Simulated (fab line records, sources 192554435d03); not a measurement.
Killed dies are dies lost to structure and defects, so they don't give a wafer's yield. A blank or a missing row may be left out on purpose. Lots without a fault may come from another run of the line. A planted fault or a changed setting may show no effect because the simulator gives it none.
Split-lot experiment | flow n5_finfet | 7 lots, 21 wafers read, on a route of 1938 steps

THE SPLIT
At N5_BEOL_M5_ETCH_41 (etches SiCN in CH3F/O2, target depth 31.5 nm, time 56.7 s), the setting source_w was moved away from the recipe's 395 W on 4 of the 21 wafers read, by -11.1% to +17.9%. The other wafers ran this setting at the recipe's value.

The reading is taken at the split's own step.

THE READING
rf_vpp_V, in V, at N5_BEOL_M5_ETCH_41 (etches SiCN in CH3F/O2, target depth 31.5 nm, time 56.7 s). Fault-free wafers of this fab line usually give 297.7 V, standard deviation 1.7 V.

wafer  | tool, chamber at the split | source_w as run, W | against the recipe | rf_vpp_V, V | against lot-mates on the recipe
L075.1 | rie_diel-03, 1             | 370.3              | -6.3%              | 305.8       | +11.3
L075.4 | rie_diel-03, 1             | 370.3              | -6.3%              | 305.5       | +11.0
L075.5 | rie_diel-03, 2             | 395                | recipe             | 294.5       | -
L079.4 | rie_diel-06, 3             | 395                | recipe             | 299.7       | -
L079.5 | rie_diel-06, 1             | 395                | recipe             | 297.1       | -
L079.6 | rie_diel-06, 2             | 395                | recipe             | 297.8       | -
L085.2 | rie_diel-03, 3             | 395                | recipe             | 295.4       | -
L085.3 | rie_diel-03, 0             | 465.9              | +17.9%             | 280.9       | -13.8
L085.6 | rie_diel-03, 2             | 395                | recipe             | 294.0       | -
L092.2 | rie_diel-03, 0             | 395                | recipe             | 296.3       | -
L092.3 | rie_diel-03, 2             | 395                | recipe             | 295.1       | -
L092.4 | rie_diel-03, 0             | 395                | recipe             | 297.9       | -
L093.4 | rie_diel-06, 0             | 351                | -11.1%             | 310.2       | +13.3
L093.5 | rie_diel-06, 1             | 395                | recipe             | 297.3       | -
L093.6 | rie_diel-06, 2             | 395                | recipe             | 296.4       | -
L095.1 | rie_diel-02, 0             | 395                | recipe             | 299.2       | -
L095.4 | rie_diel-02, 2             | 395                | recipe             | 295.5       | -
L095.5 | rie_diel-02, 1             | 395                | recipe             | 298.9       | -
L097.2 | rie_diel-03, 2             | 395                | recipe             | 295.9       | -
L097.3 | rie_diel-03, 3             | 395                | recipe             | 297.1       | -
L097.5 | rie_diel-03, 3             | 395                | recipe             | 296.7       | -

THE FIT
A straight line over all 21 wafers: rf_vpp_V changes by -1.04 V for each +1% of source_w; r = -0.95; the points scatter about the line by 1.8 V.
The same after taking each lot's own level away (the mean of its wafers on the recipe; 21 wafers): -1.01 V for each +1%; r = -0.94; scatter 2 V.
On that fit, the largest move of source_w shifts the reading by 18 V.
The lots' own levels span 294.50 to 298.20 V, that is 2.2 times the standard deviation above.
So the lot-to-lot level changes the slope little: the two slopes agree.
Check: with one of the wafers moved furthest among these (+17.9%) left out of the fit, the line predicts -25.2 V for it against its lot-mates. It came out at -13.8 V against them.
Tool readings at the split's step, against how far the setting was moved: rf_vpp_V r = -0.95.

OTHER SPLITS ON THESE WAFERS
These wafers also went through other splits before the reading. Each is held against what the fit with the lots' levels taken away leaves over:
other split on the same wafers     | wafers away from the commonest value | r with rf_vpp_V (lot level and that fit taken away)
N5_BEOL_M3_TRENCH_ETCH_37 bias_w   | 7                                    | -0.22
N5_BEOL_M4_COAT_73 spin_rpm        | 6                                    | +0.34
N5_BEOL_M4_TRENCH_ETCH_37 time_s   | 7                                    | +0.08
N5_BEOL_M4_SURFACE_TREAT_85 time_s | as run: not given for these wafers   | -
N5_BEOL_M5_VIA_ETCH_34 bias_w      | 6                                    | +0.10

THE FILE'S OWN FIT
rf_vpp_V changes by -0.963 V for each +1% of source_w, r = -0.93.
